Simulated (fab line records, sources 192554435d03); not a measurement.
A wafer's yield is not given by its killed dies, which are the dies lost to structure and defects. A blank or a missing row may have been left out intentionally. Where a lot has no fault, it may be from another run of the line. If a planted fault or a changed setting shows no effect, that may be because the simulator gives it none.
fab line records	flow n5-finfet
record lots=6	wafers=17	last-day=19
route steps=1938 shown SD_ACTIVATION@332 ILD0@335 BEOL_M4@1111 PASSIVATION@1936
lots untouched by any fault: they come from a run of this same line in which no faults occurred
start-h: hours from the record's first day to the start of the lot's first wafer shown	wait-h: hours from the lot's prior step to this one	" same as the row above	L1.1+2: several wafers, shown together as one row	- no value, or no start was given	* or withheld: withheld	< > ~ a bound
route shown NAME@n: names a module that has steps shown in the file, with the first one's number in the route	usual: mean and standard deviation over wafers with no fault	same: alike in all rows	chamber/n: place in a boat	sites: the reading at each site	_std_site: the standard deviation of these	_edge_site: inner sites' mean taken away from outer sites' mean	radius-mm: how far each site lies from the wafer's centre	mask NAME#n: copy n	behind: the tool/chamber that last shaped the wafer	hold: reason for holding the lot/hours on hold/outcome of the hold	device: whichever transistor did not switch (one of n, p or np)	end of line: the route-end tests of the same wafers	for a step that has no rows: nothing shown but its recipe	killed: the dies lost at the first sort to structure and to defects; this is not the yield of the wafer	map: the dies of a wafer, with x for killed, . for not killed, _ for no die there
set.NAME: the run value of the setting; set.NAME@STEP: its run value at that earlier step	model.NAME: the simulator's own value behind a step, which no gauge read
a table for each step, a row for each wafer; lots at some steps of the route
services: a tool's chamber out of use, with start hour (start-h, from the record's first day; less than 0 if before it), hours out, and reason
## steps
# step N5_SD_ACTIVATION_RS_MEAS_03
# recipe thk-meas-gauge=four-point-probe
# usual RS_SD_N=21.91/0.25	RS_SD_P=56.0/1
lot.wafer	tool	chamber	start-h	wait-h	RS_SD_N[ohm/sq]	RS_SD_P[ohm/sq]
L120.2	film-metro-02	-	85.96	0.2	21.88	57.1
L120.4	"	-	"	"	22.02	56.3
L120.6	"	-	"	"	22.07	57.4
L121.1	film-metro-01	-	88.68	0.2	21.91	56.8
L121.4	"	-	"	"	21.83	56.9
L121.5	"	-	"	"	21.73	57.1
L122.4	film-metro-01	-	94.47	0.1	21.85	54.4
L122.5	"	-	"	"	21.73	54.1
L122.6	"	-	"	"	21.56	53.4
L123.2	film-metro-01	-	97.20	0.2	22.09	56.8
L123.5	"	-	"	"	22.16	57.0
L123.6	"	-	"	"	22.04	57.3
L126.3	film-metro-02	-	115.40	0.2	21.33	57.5
L126.4	"	-	"	"	21.82	57.4
L126.6	"	-	"	"	21.60	57.8
L140.2	film-metro-02	-	199.03	0.2	21.90	54.6
L140.6	"	-	"	"	21.60	54.8
# step N5_SD_ACTIVATION_INSPECT_02
# recipe inspect-instrument=darkfield	mode=post-anneal
# usual raw-defect-count=198/39
lot.wafer	tool	chamber	start-h	wait-h	raw-defect-count
L120.2	defect-inspect-02	-	86.26	0.1	213
L120.4	"	-	"	"	221
L120.6	"	-	"	"	204
L121.1	defect-inspect-02	-	89.00	0.2	198
L121.4	"	-	"	"	186
L121.5	"	-	"	"	164
L122.4	defect-inspect-02	-	94.73	0.1	138
L122.5	"	-	"	"	188
L122.6	"	-	"	"	214
L123.2	defect-inspect-01	-	97.51	0.2	146
L123.5	"	-	"	"	181
L123.6	"	-	"	"	228
L126.3	defect-inspect-02	-	115.68	0.1	188
L126.4	"	-	"	"	222
L126.6	"	-	"	"	234
L140.2	defect-inspect-02	-	199.34	0.1	195
L140.6	"	-	"	"	180
# step N5_ILD0_LINER_00
# recipe material=SiNx	target-thk-a=40	temp-c=400	ald-precursor-family=SiH2I2	ald-co-reactant=N2/H2-plasma	pulse-time-s=1	purge-time-s=2	co-reactant-purge-time-s=2	ald-cycles=80	pressure-torr=2
# usual heater-power-w=828/87	precursor-pulse-height-rel=1.000/0.021
lot.wafer	tool	chamber	start-h	wait-h	heater-power-w	precursor-pulse-height-rel
L120.2	ald-sin-02	1	86.30	0.0	794	0.972
L120.4	"	0	"	"	811	1.001
L120.6	"	1	"	"	788	0.985
L121.1	ald-sin-01	0	89.48	0.5	769	0.977
L121.4	"	1	"	"	825	0.950
L121.5	"	2	"	"	806	1.014
L122.4	ald-sin-02	3	95.36	0.6	872	1.014
L122.5	"	2	"	"	923	0.985
L122.6	"	3	"	"	875	1.005
L123.2	ald-sin-01	3	98.01	0.5	778	1.005
L123.5	"	0	"	"	769	1.006
L123.6	"	3	"	"	792	1.024
L126.3	ald-sin-01	2	116.17	0.5	790	1.016
L126.4	"	1	"	"	819	0.991
L126.6	"	2	"	"	821	0.998
L140.2	ald-sin-04	0	199.37	0.0	712	0.994
L140.6	"	2	"	"	989	1.037
# step N5_ILD0_FCVD_FILL_01
# recipe material=SiO2_flowable	target-thk-a=2000	temp-c=100	pressure-torr=0.8	rf-w=2000	time-s=328.3
# step N5_ILD0_CURE_02
# recipe temp-c=450	time-s=1800	ambient=steam	idle-temp-c=400	ramp-up-c-per-min=5	ramp-down-c-per-min=3	densification-p-h2o-torr=640
# step N5_ILD0_CMP_03
# recipe stop-on=SiNx	t-overpolish-s=1.9	post-cmp-clean=alkaline-brush	down-force-psi=4.1491	platen-rpm=51.796	pad-velocity-m-s=1.0306	target-thk-nm=197.38
# usual edge-zone-pressure-frac=1.001/0.0058	motor-current-A=12.7/0.99	overpolish-run-s=1.900/0.0084	platen-rpm=51.80/0.039	time-to-endpoint-s=71/3.9
lot.wafer	tool	chamber	start-h	wait-h	edge-zone-pressure-frac	motor-current-A	overpolish-run-s	platen-rpm	time-to-endpoint-s
L120.2	cmp-04	3	88.71	0.1	1.001	11.8	1.908	51.74	77
L120.4	"	0	"	"	1.002	11.8	1.923	51.76	76
L120.6	"	2	"	"	1.011	13.8	1.897	51.82	76
L121.1	cmp-01	1	91.85	0.0	1.007	14.5	1.894	51.73	76
L121.4	"	2	"	"	1.010	12.9	1.904	51.77	72
L121.5	"	2	"	"	1.003	13.7	1.895	51.87	70
L122.4	cmp-01	2	97.86	0.2	1.003	13.1	1.902	51.84	67
L122.5	"	3	"	"	1.001	12.7	1.891	51.75	66
L122.6	"	0	"	"	0.996	11.9	1.897	51.76	76
L123.2	cmp-03	3	100.46	0.1	0.988	11.6	1.899	51.81	72
L123.5	"	1	"	"	0.991	13.4	1.906	51.83	73
L123.6	"	2	"	"	0.996	10.7	1.896	51.76	72
L126.3	cmp-04	2	118.55	0.0	1.010	13.2	1.890	51.78	75
L126.4	"	0	"	"	0.999	11.8	1.908	51.78	79
L126.6	"	3	"	"	0.995	12.4	1.902	51.85	75
L140.2	cmp-03	1	201.81	0.1	1.005	13.5	1.895	51.79	73
L140.6	"	0	"	"	1.000	13.9	1.905	51.74	69
# step N5_ILD0_THK_MEAS_04
# usual thk-nm=197.6/1.1
lot.wafer	tool	chamber	start-h	wait-h	thk-nm
L120.2	film-metro-02	-	88.97	-	197.9
L120.4	"	-	"	"	197.8
L120.6	"	-	"	"	197.6
L121.1	film-metro-02	-	92.14	-	199.6
L121.4	"	-	"	"	198.1
L121.5	"	-	"	"	197.6
L122.4	film-metro-01	-	98.04	-	198.2
L122.5	"	-	"	"	196.5
L122.6	"	-	"	"	199.4
L123.2	film-metro-02	-	100.68	-	199.9
L123.5	"	-	"	"	199.0
L123.6	"	-	"	"	198.1
L126.3	film-metro-01	-	118.85	-	195.6
L126.4	"	-	"	"	195.8
L126.6	"	-	"	"	196.3
L140.2	film-metro-01	-	202.03	-	198.2
L140.6	"	-	"	"	197.4
# step N5_ILD0_CMP_07
# recipe stop-on=poly-Si	material=SiO2_flowable	t-overpolish-s=1.18	post-cmp-clean=alkaline-brush	down-force-psi=4.1491	platen-rpm=51.796	pad-velocity-m-s=1.0306	target-thk-nm=138.88
# usual edge-zone-pressure-frac=1.000/0.0055	motor-current-A=12.7/1.1	platen-rpm=51.80/0.03
lot.wafer	tool	chamber	start-h	wait-h	edge-zone-pressure-frac	motor-current-A	platen-rpm
L120.4	cmp-03	1	89.15	0.2	0.997	13.1	51.78
L120.2	"	3	"	"	0.986	12.7	51.75
L120.6	"	1	"	"	1.004	13.4	51.76
L121.4	cmp-04	1	92.17	0.0	1.001	13.5	51.78
L121.1	"	0	"	"	0.997	12.8	51.83
L121.5	"	1	"	"	1.001	13.5	51.76
L122.4	cmp-03	0	98.15	0.1	1.002	13.3	51.80
L122.6	"	2	"	"	1.003	11.7	51.79
L122.5	"	3	"	"	0.999	11.8	51.83
L123.2	cmp-01	1	100.75	0.1	1.005	15.2	51.83
L123.6	"	0	"	"	0.991	12.0	51.86
L123.5	"	1	"	"	1.006	15.2	51.82
L126.4	cmp-03	0	118.91	0.1	0.990	13.2	51.82
L126.3	"	1	"	"	1.005	13.2	51.73
L126.6	"	0	"	"	1.006	13.0	51.77
L140.2	cmp-01	0	202.14	0.1	0.997	11.5	51.83
L140.6	"	2	"	"	1.006	13.2	51.79
# step N5_ILD0_THK_MEAS_08
# usual thk-nm=139.2/1.2
lot.wafer	tool	chamber	start-h	wait-h	thk-nm
L120.2	film-metro-01	-	89.41	-	138.0
L120.4	"	-	"	"	140.2
L120.6	"	-	"	"	139.5
L121.1	film-metro-02	-	92.46	-	137.4
L121.4	"	-	"	"	137.7
L121.5	"	-	"	"	138.6
L122.4	film-metro-01	-	98.37	-	138.3
L122.5	"	-	"	"	140.5
L122.6	"	-	"	"	141.2
L123.2	film-metro-01	-	101.00	-	138.7
L123.5	"	-	"	"	139.5
L123.6	"	-	"	"	139.4
L126.3	film-metro-02	-	119.17	-	140.7
L126.4	"	-	"	"	138.9
L126.6	"	-	"	"	139.3
L140.2	film-metro-01	-	202.36	-	138.6
L140.6	"	-	"	"	138.4
# step N5_ILD0_PRECLEAN_10
# recipe chemistry=NF3:NH3	afs-cycles=5	time-s=20	temp-c=30	sublimation-temp-c=180	sublimation-time-s=60	pressure-torr=3	rf-power-w=30
# step N5_ILD0_ALD_15
# recipe material=SiNx	target-thk-a=240	temp-c=400	ald-precursor-family=SiH2I2	ald-co-reactant=N2/H2-plasma	pulse-time-s=1	ald-cycles=480	purge-time-s=2	co-reactant-purge-time-s=2	pressure-torr=2
# usual heater-power-w=823/88	precursor-pulse-height-rel=1.001/0.022
lot.wafer	tool	chamber	start-h	wait-h	heater-power-w	precursor-pulse-height-rel
L120.2	ald-sin-02	2	90.22	0.6	929	1.002
L120.4	"	1	"	"	800	0.997
L120.6	"	2	91.31	1.2	934	0.974
L121.1	ald-sin-02	0	93.18	0.6	807	0.997
L121.4	"	3	"	"	862	1.005
L121.5	"	1	94.27	1.2	794	1.001
L122.4	ald-sin-01	0	99.09	0.3	769	1.030
L122.5	"	1	100.18	1.2	824	0.981
L122.6	"	2	"	"	808	0.978
L123.2	ald-sin-02	3	101.72	0.5	837	0.978
L123.5	"	3	102.81	1.2	831	1.043
L123.6	"	0	"	"	825	1.036
L126.3	ald-sin-01	3	119.90	0.4	774	0.992
L126.4	"	0	"	"	767	0.981
L126.6	"	1	120.98	1.1	823	1.037
L140.2	ald-sin-02	2	203.07	0.5	809	0.997
L140.6	"	0	204.16	1.1	789	1.003
# step N5_ILD0_CMP_12
# recipe stop-on=poly-Si	material=SiNx	t-overpolish-s=6	post-cmp-clean=alkaline-brush	down-force-psi=2.5	platen-rpm=51.8	pad-velocity-m-s=1.0307	target-thk-nm=17.67
# usual edge-zone-pressure-frac=1.000/0.0048	motor-current-A=9.3/0.84	overpolish-run-s=5.999/0.0088	platen-rpm=51.80/0.034	time-to-endpoint-s=29.9/2.9
lot.wafer	tool	chamber	start-h	wait-h	edge-zone-pressure-frac	motor-current-A	overpolish-run-s	platen-rpm	time-to-endpoint-s
L120.4	cmp-03	3	92.50	1.2	0.994	8.6	5.987	51.80	33.1
L120.2	"	0	"	"	1.000	10.0	5.996	51.85	29.6
L120.6	"	1	"	"	1.003	9.6	6.005	51.82	33.4
L121.4	cmp-03	0	95.42	1.2	1.007	10.2	5.995	51.78	29.7
L121.1	"	2	"	"	1.009	8.4	6.003	51.83	33.4
L121.5	"	0	"	"	0.997	9.8	6.013	51.72	30.1
L122.4	cmp-03	1	101.37	1.2	1.003	10.0	6.002	51.79	66.1
L122.6	"	3	"	"	1.006	8.0	5.994	51.83	36.2
L122.5	"	0	"	"	1.007	9.9	5.987	51.74	28.4
L123.2	cmp-01	2	104.04	1.2	1.002	10.0	5.995	51.81	28.5
L123.6	"	3	"	"	1.000	10.1	6.002	51.87	26.4
L123.5	"	0	"	"	1.000	8.9	6.008	51.80	31.0
L126.3	cmp-03	3	122.10	1.1	1.002	8.3	5.993	51.75	61.2
L126.4	"	0	"	"	0.997	9.7	6.005	51.80	56.2
L126.6	"	0	"	"	1.000	10.1	5.991	51.80	31.1
L140.2	cmp-01	0	205.38	1.2	0.995	8.7	6.006	51.84	29.2
L140.6	"	3	"	"	1.002	9.7	5.992	51.82	25.2
# step N5_ILD0_THK_MEAS_13
# usual thk-nm=18.0/1.2
lot.wafer	tool	chamber	start-h	wait-h	thk-nm
L120.2	film-metro-02	-	92.72	-	17.5
L120.4	"	-	"	"	18.6
L120.6	"	-	"	"	18.1
L121.1	film-metro-01	-	95.68	-	19.1
L121.4	"	-	"	"	18.1
L121.5	"	-	"	"	17.2
L122.4	film-metro-01	-	101.60	-	20.4
L122.5	"	-	"	"	18.5
L122.6	"	-	"	"	19.0
L123.2	film-metro-02	-	104.22	-	17.4
L123.5	"	-	"	"	18.3
L123.6	"	-	"	"	16.3
L126.3	film-metro-02	-	122.39	-	20.4
L126.4	"	-	"	"	19.4
L126.6	"	-	"	"	18.7
L140.2	film-metro-01	-	205.60	-	16.7
L140.6	"	-	"	"	15.5
# step N5_BEOL_M4_RC_MEAS_101
# usual DIBL_N=36.4/2.2	DIBL_P=36.3/2.5	IOFF_N=0.17/0.052	IOFF_P=0.23/0.049	ION_N=674/17	ION_P=464/11	SS_N=71.7/0.98	SS_P=73.3/0.84	VT_N=250/4	VT_P=-249/3.8
lot.wafer	tool	chamber	start-h	wait-h	DIBL_N[mV/V]	DIBL_P[mV/V]	IOFF_N[nA/um]	IOFF_P[nA/um]	ION_N[uA/um]	ION_P[uA/um]	SS_N[mV/dec]	SS_P[mV/dec]	VT_N[mV]	VT_P[mV]
L120.2	prober-02	0	228.28	0.2	36.7	37.0	0.18	0.25	676	473	71.9	73.9	248	-246
L120.4	"	0	"	"	36.5	36.3	0.17	0.25	676	469	71.4	73.7	248	-244
L120.6	"	0	"	"	38.9	39.8	0.24	0.32	701	481	71.8	74.9	244	-243
L121.1	prober-01	0	233.16	0.0	37.4	37.8	0.19	0.29	702	488	71.6	74.1	246	-241
L121.4	"	0	"	"	36.0	36.3	0.18	0.27	684	475	71.2	73.3	244	-242
L121.5	"	0	"	"	35.0	33.9	0.15	0.22	674	473	70.8	72.2	249	-242
L126.3	prober-01	0	243.03	0.3	37.5	38.6	0.19	0.29	689	478	72.5	74.2	248	-245
L126.4	"	0	"	"	37.2	34.5	0.17	0.23	659	457	72.8	73.0	251	-247
L126.6	"	0	"	"	38.3	37.0	0.21	0.28	704	478	72.7	73.3	245	-244
L123.2	prober-02	0	249.13	0.2	34.1	32.3	0.12	0.15	651	444	70.9	72.8	256	-254
L123.5	"	0	"	"	41.5	39.7	0.30	0.27	687	457	73.7	74.7	246	-248
L123.6	"	0	"	"	34.6	34.0	0.14	0.17	681	460	70.8	72.4	252	-253
L122.4	prober-01	0	257.26	0.5	40.3	39.7	0.26	0.33	699	481	72.8	74.5	240	-241
L122.5	"	0	"	"	36.3	34.7	0.15	0.22	680	467	71.4	73.6	251	-247
L122.6	"	0	"	"	33.4	32.1	0.11	0.19	649	457	71.4	72.6	256	-249
L140.2	prober-01	0	349.62	0.9	37.3	37.8	0.17	0.24	683	472	71.9	73.3	250	-249
L140.6	"	0	"	"	33.2	32.8	0.11	0.17	648	457	71.4	71.8	254	-253
# step N5_PASSIVATION_PROBE_49
# usual defect-limited-yield=91.2/1.4	killed_at_M0_to_M3=34/9.3	killed_at_M4_up=14/5.9	killed-at-contacts=14/5.7	killed-at-front-end=38/10	killed-at-other=4/3.2	killed-dies=104/17	killed-open=67/13	killed-short=33/6.9	sort_bin_4_leakage=0/3.6	sort_bin_5_function=5.2/1	sort_bin_6_memory=3.3/0.61	sort-n-pass=1069/52	sort-yield-pct=91/4.4
# same gross-dies=1180	killed-at-back-side=0	sort_bin_8_speed[%]=0
lot.wafer	tool	chamber	start-h	wait-h	defect-limited-yield[%]	killed_at_M0_to_M3	killed_at_M4_up	killed-at-contacts	killed-at-front-end	killed-at-other	killed-dies	killed-open	killed-short	sort_bin_4_leakage[%]	sort_bin_5_function[%]	sort_bin_6_memory[%]	sort-n-pass	sort-yield-pct[%]
L121.1	prober-01	-	332.15	0.0	91.0	40	11	13	42	0	106	62	36	0	4.8	3.4	1074	91
L121.4	prober-01	-	332.30	0.2	92.5	36	10	17	25	1	89	57	29	0	4.4	2.9	1091	92
L121.5	prober-01	-	332.35	0.2	92.5	26	18	14	28	3	89	51	33	0	4.6	2.7	1091	92
L120.2	prober-01	-	335.98	0.1	88.3	50	23	17	36	12	138	88	38	0	7.3	4.0	1042	88
L120.4	prober-01	-	336.08	0.2	89.3	32	26	23	40	5	126	80	39	0	6.7	3.7	1054	89
L120.6	prober-01	-	336.18	0.3	91.3	28	21	11	41	2	103	66	32	0	5.1	3.4	1077	91
L126.3	prober-01	-	350.49	1.0	90.1	43	16	19	34	5	117	71	45	0	5.4	4.2	1063	90
L126.4	prober-01	-	350.54	1.1	89.6	61	12	7	42	1	123	72	48	0	6.1	3.5	1057	90
L126.6	prober-01	-	350.64	1.2	91.4	40	14	6	33	8	101	69	29	0	4.5	3.8	1079	91
L123.2	prober-02	-	354.84	0.1	90.8	17	24	22	42	3	108	73	31	0	4.9	3.8	1072	91
L123.5	prober-02	-	354.99	0.2	91.3	23	19	11	45	5	103	72	24	1	4.8	3.6	1071	91
L123.6	prober-02	-	355.04	0.3	92.5	18	17	13	38	2	88	57	29	0	3.8	3.5	1092	93
L122.4	prober-01	-	363.36	0.2	89.5	44	16	13	45	6	124	83	29	0	5.9	3.9	1056	89
L122.5	prober-01	-	363.41	0.2	91.6	32	13	18	36	0	99	66	24	0	4.6	3.7	1081	92
L122.6	prober-01	-	363.46	0.3	88.7	33	30	21	43	6	133	93	32	0	7.0	4.1	1047	89
L140.2	prober-01	-	461.59	0.7	90.0	43	14	13	41	7	118	81	37	0	6.3	3.5	1062	90
L140.6	prober-01	-	461.79	0.9	90.8	53	12	5	37	2	109	70	33	0	5.8	3.0	1071	91
# killed by level:class
L121.1 STI_FIN_REVEAL:geometric-particle:open=15 BEOL_M0_SAQP:geometric-particle:open=10 MOL_CONTACT_COAG:geometric-particle:open=8 STI_FIN_REVEAL:geometric-particle:short=5 BEOL_M0_SAQP:geometric-particle:short=5 BEOL_M3:geometric-particle:open=5 FIN_SAQP:geometric-particle:short=4 ILD0:geometric-particle:short=4
L121.4 MOL_CONTACT_COAG:geometric-particle:open=14 STI_FIN_REVEAL:geometric-particle:open=6 BEOL_M2:geometric-particle:open=6 BEOL_M3:geometric-particle:open=6 STARTING-WAFER:geometric-particle:short=6 BEOL_M0_SAQP:geometric-particle:open=5 BEOL_M3:geometric-particle:short=5 DUMMY_GATE:geometric-particle:open=4
L121.5 MOL_CONTACT_COAG:geometric-particle:open=11 STI_FIN_REVEAL:geometric-particle:open=6 BEOL_M6:geometric-particle:open=6 BEOL_M0_SAQP:geometric-particle:short=5 GATE_CUT:geometric-particle:short=4 BEOL_M5:geometric-particle:open=4 BEOL_M0_SAQP:geometric-particle:open=4 BEOL_M1:geometric-particle:short=4
L120.2 MOL_CONTACT_COAG:geometric-particle:open=14 BEOL_M4:geometric-particle:open=11 BEOL_M3:geometric-particle:open=11 BEOL_M1:geometric-particle:open=9 BEOL_M2:geometric-particle:short=9 FIN_SAQP:geometric-particle:short=7 BEOL_M0_SAQP:geometric-particle:open=7 PASSIVATION:area-etch=6
L120.4 MOL_CONTACT_COAG:geometric-particle:open=18 BEOL_M4:geometric-particle:open=14 STI_FIN_REVEAL:geometric-particle:open=9 BEOL_M0_SAQP:geometric-particle:short=9 BEOL_M1:geometric-particle:open=8 FIN_SAQP:geometric-particle:open=6 DUMMY_GATE:geometric-particle:open=5 MOL_CONTACT_COAG:geometric-particle:short=5
L120.6 FIN_SAQP:geometric-particle:open=11 FIN_SAQP:geometric-particle:short=10 BEOL_M4:geometric-particle:open=10 MOL_CONTACT_COAG:geometric-particle:open=9 BEOL_M3:geometric-particle:open=9 BEOL_M0_SAQP:geometric-particle:open=6 DUMMY_GATE:geometric-particle:open=5 BEOL_M2:geometric-particle:open=5
L126.3 BEOL_M0_SAQP:geometric-particle:open=17 MOL_CONTACT_COAG:geometric-particle:open=14 BEOL_M0_SAQP:geometric-particle:short=11 FIN_SAQP:geometric-particle:short=10 STI_FIN_REVEAL:geometric-particle:open=6 BEOL_M4:geometric-particle:open=6 MOL_CONTACT_COAG:geometric-particle:short=5 BEOL_M2:geometric-particle:open=5
L126.4 BEOL_M0_SAQP:geometric-particle:short=24 STI_FIN_REVEAL:geometric-particle:open=16 BEOL_M0_SAQP:geometric-particle:open=15 BEOL_M2:geometric-particle:open=11 FIN_SAQP:geometric-particle:short=10 FIN_SAQP:geometric-particle:open=5 BEOL_M4:geometric-particle:open=5 MOL_CONTACT_COAG:geometric-particle:open=4
L126.6 BEOL_M0_SAQP:geometric-particle:open=17 STI_FIN_REVEAL:geometric-particle:open=8 BEOL_M0_SAQP:geometric-particle:short=8 MOL_CONTACT_COAG:geometric-particle:open=6 BEOL_M2:geometric-particle:open=6 BEOL_M3:geometric-particle:open=6 BEOL_M4:geometric-particle:open=5 FIN_SAQP:geometric-particle:open=4
L123.2 MOL_CONTACT_COAG:geometric-particle:open=19 FIN_SAQP:geometric-particle:short=14 FIN_SAQP:geometric-particle:open=11 BEOL_M5:geometric-particle:open=6 GATE_CUT:geometric-particle:short=5 BEOL_M1:geometric-particle:open=5 DUMMY_GATE:geometric-particle:open=4 BEOL_M7:geometric-particle:open=4
L123.5 MOL_CONTACT_COAG:geometric-particle:open=11 STI_FIN_REVEAL:geometric-particle:open=9 FIN_SAQP:geometric-particle:open=8 BEOL_M1:geometric-particle:open=8 BEOL_M2:geometric-particle:open=7 FIN_SAQP:geometric-particle:short=6 STI_FIN_REVEAL:geometric-particle:short=4 DUMMY_GATE:geometric-particle:open=4
L123.6 STI_FIN_REVEAL:geometric-particle:open=15 MOL_CONTACT_COAG:geometric-particle:open=11 GATE_CUT:geometric-particle:short=5 STI_FIN_REVEAL:geometric-particle:short=4 BEOL_M0_SAQP:geometric-particle:open=4 BEOL_M5:geometric-particle:short=4 FIN_SAQP:geometric-particle:short=3 BEOL_M1:geometric-particle:open=3
L122.4 BEOL_M2:geometric-particle:open=15 BEOL_M3:geometric-particle:open=11 MOL_CONTACT_COAG:geometric-particle:open=10 FIN_SAQP:geometric-particle:open=8 BEOL_M4:geometric-particle:open=8 STI_FIN_REVEAL:geometric-particle:open=7 FIN_SAQP:geometric-particle:short=5 BEOL_M1:geometric-particle:open=5
L122.5 MOL_CONTACT_COAG:geometric-particle:open=11 BEOL_M2:geometric-particle:open=11 FIN_SAQP:geometric-particle:open=8 BEOL_M0_SAQP:geometric-particle:open=6 STI_FIN_REVEAL:geometric-particle:open=5 STARTING-WAFER:geometric-particle:open=5 FIN_SAQP:geometric-particle:short=4 GATE_CUT:geometric-particle:short=4
L122.6 MOL_CONTACT_COAG:geometric-particle:open=16 BEOL_M4:geometric-particle:open=16 FIN_SAQP:geometric-particle:open=9 STI_FIN_REVEAL:geometric-particle:open=9 BEOL_M0_SAQP:geometric-particle:open=9 BEOL_M2:geometric-particle:open=6 BEOL_M3:geometric-particle:short=6 GATE_CUT:geometric-particle:short=4
L140.2 FIN_SAQP:geometric-particle:open=16 BEOL_M3:geometric-particle:open=13 MOL_CONTACT_COAG:geometric-particle:open=9 BEOL_M0_SAQP:geometric-particle:open=9 BEOL_M0_SAQP:geometric-particle:short=8 FIN_SAQP:geometric-particle:short=6 BEOL_M2:geometric-particle:open=5 STI_FIN_REVEAL:geometric-particle:open=4
L140.6 BEOL_M3:geometric-particle:open=16 BEOL_M0_SAQP:geometric-particle:open=14 BEOL_M0_SAQP:geometric-particle:short=11 BEOL_M4:geometric-particle:open=7 MOL_CONTACT_COAG:geometric-particle:open=5 FIN_SAQP:geometric-particle:short=4 FIN_SAQP:geometric-particle:open=4 ILD0:geometric-particle:short=4
## services
tool	chamber	start-h	hours	kind
cmp-04	-	84.60	2.3	repair
ald-sin-04	-	86.50	14.0	pm
ald-sin-04	0	86.50	14.0	vent-cycle
ald-sin-04	1	86.50	14.0	vent-cycle
ald-sin-04	2	86.50	14.0	vent-cycle
ald-sin-04	3	86.50	14.0	vent-cycle
ald-sin-04	0	100.50	-	clean
ald-sin-04	1	100.50	-	clean
cmp-03	-	106.47	6.9	pm
cmp-04	-	131.66	4.0	pm
cmp-04	-	135.66	-	consumable-replace:conditioner
cmp-04	-	135.66	-	consumable-replace:pad
cmp-03	-	173.83	1.4	repair
ald-sin-02	-	177.14	14.0	pm
ald-sin-02	0	177.14	14.0	vent-cycle
ald-sin-02	1	177.14	14.0	vent-cycle
ald-sin-02	2	177.14	14.0	vent-cycle
ald-sin-02	3	177.14	14.0	vent-cycle
ald-sin-04	-	178.49	0.7	repair
cmp-03	-	181.81	7.0	pm
ald-sin-02	0	191.14	-	clean
ald-sin-02	1	191.14	-	clean
ald-sin-02	2	191.14	-	clean
ald-sin-02	3	191.14	-	clean
## key
first-sign step=N5_ILD0_CMP_12	reading=time-to-endpoint-s	direction=up	sigmas=11	usual=*	struck=*
effect none on later readings
met-at N5_ILD0_CMP_12
struck-wafers L122.4,L126.3,L126.4
onset-between 95.42 101.37
fault kind=process-parameter-drift	tool=cmp-03	chamber=-	onset-h=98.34	steps=N5_ILD0_CMP_12	channel=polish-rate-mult	offset=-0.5	shape=step	end-h=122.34	scope=struck-wafers-only
